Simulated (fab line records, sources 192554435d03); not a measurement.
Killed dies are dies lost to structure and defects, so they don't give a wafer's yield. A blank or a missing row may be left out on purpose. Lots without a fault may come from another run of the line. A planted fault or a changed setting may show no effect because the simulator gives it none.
Which tool did it? | flow n5_finfet | 7 lots, 20 wafers sampled, at 3 steps of a route of 1938

WHAT THE GAUGES READ, wafer by wafer
N5_BEOL_M5_CD_MEAS_18: pitch 56 nm, target cd 28 nm.
lot  | measured     | on        | cd_nm (nm)
L754 | day 9 01:05  | cd_sem-01 | 27.9 27.7 27.8
L757 | day 10 03:20 | cd_sem-01 | 27.4 28.3 27.0
L758 | day 10 06:54 | cd_sem-02 | 28.5 27.8 27.8
L765 | day 11 22:03 | cd_sem-01 | 27.7 28.0 27.7
L771 | day 13 02:26 | cd_sem-03 | 28.1 27.8 27.5
L774 | day 14 00:14 | cd_sem-03 | 27.7 27.7 27.5
L775 | day 14 10:16 | cd_sem-03 | 28.1 28.2

WHICH TOOL RAN EACH LOT (tool, then ch and the chambers of the sampled wafers, then the start)
lot  | N5_BEOL_M4_DEP_57               | N5_BEOL_M5_DESCUM_16
L754 | pecvd-01 ch 0,2, day 8 21:00    | rie_diel-06 ch 1,3, day 9 00:33
L757 | pecvd-03 ch 0,1,2, day 9 23:09  | rie_diel-04 ch 2,3, day 10 02:49
L758 | pecvd-03 ch 0,1,2, day 10 03:01 | rie_diel-03 ch 0,2,3, day 10 06:28
L765 | pecvd-01 ch 0,1,2, day 11 18:17 | rie_diel-03 ch 0,1, day 11 21:23
L771 | pecvd-03 ch 1,2, day 12 22:13   | rie_diel-03 ch 0,1,3, day 13 01:59
L774 | pecvd-03 ch 0,2, day 13 20:13   | rie_diel-03 ch 0,1,3, day 13 23:43
L775 | pecvd-01 ch 0,1, day 14 06:35   | rie_diel-06 ch 2,3, day 14 09:50
- N5_BEOL_M4_DEP_57: deposits SiCN from 3MS/NH3, target thk 8 nm, time 14 s.
- N5_BEOL_M5_DESCUM_16: chemistry O2, time 7 s.

THE ANSWER, worked out from the rows above alone
Rule: what is usual is taken from the lots themselves. Put in order of their means at a reading, lots are off if they are a third of the lots or fewer, leave a main group of 4 or more, and stand apart from it by a gap of 3 or more times the standard deviation of the main group's means; of several such gaps the widest counts. A main group whose means are all the same, to the digits that the tables above print for the reading, isn't used. A lot without any number at a reading at which 4 lots or more have one is off too. The other lots that the step has rows for count as sound.
No lot is off at any reading shown: from this, nothing can be told.

WHAT THE SIMULATOR HAD PUT IN
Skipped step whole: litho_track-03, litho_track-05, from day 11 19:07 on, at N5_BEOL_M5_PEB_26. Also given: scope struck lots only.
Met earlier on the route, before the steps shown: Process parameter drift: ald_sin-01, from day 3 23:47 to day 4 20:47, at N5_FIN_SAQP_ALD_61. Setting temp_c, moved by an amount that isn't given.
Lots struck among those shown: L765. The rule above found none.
